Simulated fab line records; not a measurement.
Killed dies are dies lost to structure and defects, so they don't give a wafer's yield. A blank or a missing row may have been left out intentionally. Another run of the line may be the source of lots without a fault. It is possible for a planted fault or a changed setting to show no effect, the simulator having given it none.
Chamber matching	flow n5 finfet	4 sister chambers for N5_BEOL_M7_DESCUM_33 on rie diel-05
The step chemistry O2, time 7 s. 14 wafers are shown with their chamber, then 7 later ones without.

## WAFERS PAIRED WITH THEIR CHAMBERS
wafer	chamber	throttle valve pct (%)	oes product au (a.u.)	rf vpp V (V)
L083.2	0	20.71	0.67	241.8
L083.3	3	20.20	0.75	244.2
L083.6	2	20.71	0.80	243.8
L081.3	2	20.72	0.80	244.1
L081.5	1	20.22	0.84	241.7
L081.6	2	20.73	0.80	243.6
L082.2	1	20.22	0.85	241.1
L082.4	0	20.72	0.67	242.9
L082.5	2	20.71	0.80	243.9
L085.1	3	20.21	0.74	242.4
L085.2	1	20.23	0.83	240.8
L085.3	2	20.72	0.79	242.8
L086.4	1	20.23	0.83	243.4
L086.5	3	20.23	0.74	243.7

SIGNATURES (means of the wafers above)
reading	chamber 0	chamber 1	chamber 2	chamber 3	scatter within a chamber
throttle valve pct	20.7150	20.2250	20.7180	20.2133	0.00947
oes product au	0.6700	0.8375	0.7980	0.7433	0.00649
rf vpp V	242.350	241.750	243.640	243.433	0.86
Rule: for each reading, subtract the chamber's mean from the wafer's reading, divide by that reading's scatter and square the result; add these up over the readings and take the root, which gives the wafer's distance from the chamber. If the next closest chamber is less than 2 further off than the closest, the wafer can't be placed; otherwise it belongs to the closest. How the scatter is found: for the shown wafers, subtract from each reading the mean of its chamber, square and add these, divide the total by (wafers less chambers), then take the root.

## WAFERS WITH NO CHAMBER GIVEN
wafer	throttle valve pct (%)	oes product au (a.u.)	rf vpp V (V)
L086.6	20.73	0.79	242.5
L092.2	20.74	0.79	243.3
L092.5	20.72	0.67	241.6
L092.6	20.24	0.74	243.4
L097.1	20.26	0.80	243.1
L097.3	20.36	0.97	241.8
L097.6	20.76	0.77	242.5

## EACH ONE'S CHAMBER
wafer	from the rows above	in truth
L086.6	2	2
L092.2	2	2
L092.5	0	0
L092.6	3	3
L097.1	1	1
L097.3	1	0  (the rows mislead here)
L097.6	2	2
Correctly placed: 6 of 7. Number that these rows cannot place: 0. Number placed wrongly: 1.
